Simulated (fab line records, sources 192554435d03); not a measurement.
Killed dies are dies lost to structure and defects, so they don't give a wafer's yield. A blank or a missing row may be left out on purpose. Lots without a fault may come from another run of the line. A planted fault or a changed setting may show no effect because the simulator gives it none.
Chamber matching | flow n5_finfet | N5_BEOL_M6_ETCH_66 on rie_diel-01: 4 sister chambers
The step etches SOC in N2/H2, target depth 80 nm, overetch 16 nm, time 120 s. 14 wafers are shown with their chamber, then 7 later ones without.

WAFERS WITH THEIR CHAMBER
wafer  | chamber | drypump_motor_current_A (A) | showerhead_plenum_p_Torr (Torr) | throttle_valve_pct (%)
L075.1 | 3       | 6.2                         | 2.52                            | 18.26
L075.4 | 2       | 5.6                         | 2.46                            | 17.48
L075.6 | 3       | 6.2                         | 2.52                            | 18.28
L081.1 | 2       | 5.6                         | 2.45                            | 17.52
L081.2 | 0       | 5.2                         | 2.67                            | 17.82
L081.6 | 1       | 5.3                         | 2.49                            | 17.72
L088.2 | 1       | 5.3                         | 2.49                            | 17.72
L088.4 | 0       | 5.2                         | 2.66                            | 17.83
L088.6 | 2       | 5.6                         | 2.45                            | 17.53
L089.1 | 1       | 5.3                         | 2.48                            | 17.75
L089.3 | 2       | 5.6                         | 2.45                            | 17.55
L089.6 | 1       | 5.3                         | 2.48                            | 17.76
L091.3 | 0       | 5.2                         | 2.66                            | 17.83
L091.4 | 1       | 5.4                         | 2.48                            | 17.75

SIGNATURES (means of the wafers above)
reading                  | chamber 0 | chamber 1 | chamber 2 | chamber 3 | scatter within a chamber
drypump_motor_current_A  | 5.200     | 5.320     | 5.600     | 6.200     | 0.0283
showerhead_plenum_p_Torr | 2.6633    | 2.4840    | 2.4525    | 2.5200    | 0.00512
throttle_valve_pct       | 17.8267   | 17.7400   | 17.5200   | 18.2700   | 0.0207
Rule: a wafer's distance from a chamber is the root of the sum, over the readings, of the square of ((its reading less the chamber's mean) divided by the reading's scatter). The wafer belongs to the nearest chamber; if the next one is less than 2 further off, it can't be placed. The scatter: the root of (the sum of the squares of (reading less its chamber's mean) over the shown wafers, divided by (wafers less chambers)).

WAFERS WITHOUT THEIR CHAMBER
wafer  | drypump_motor_current_A (A) | showerhead_plenum_p_Torr (Torr) | throttle_valve_pct (%)
L091.6 | 5.6                         | 2.45                            | 17.55
L095.1 | 5.2                         | 2.65                            | 17.86
L095.2 | 6.2                         | 2.50                            | 17.70
L095.3 | 5.5                         | 2.44                            | 17.57
L096.3 | 5.2                         | 2.65                            | 17.87
L096.5 | 5.2                         | 2.65                            | 17.86
L096.6 | 5.3                         | 2.48                            | 17.76

WHICH CHAMBER EACH WENT THROUGH
wafer  | from the rows above | in truth
L091.6 | 2                   | 2
L095.1 | 0                   | 0
L095.2 | 2                   | 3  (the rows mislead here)
L095.3 | 2                   | 2
L096.3 | 0                   | 0
L096.5 | 0                   | 0
L096.6 | 1                   | 1
Placed correctly: 6 of 7. Can't be placed from these rows: 0. Placed wrongly: 1.
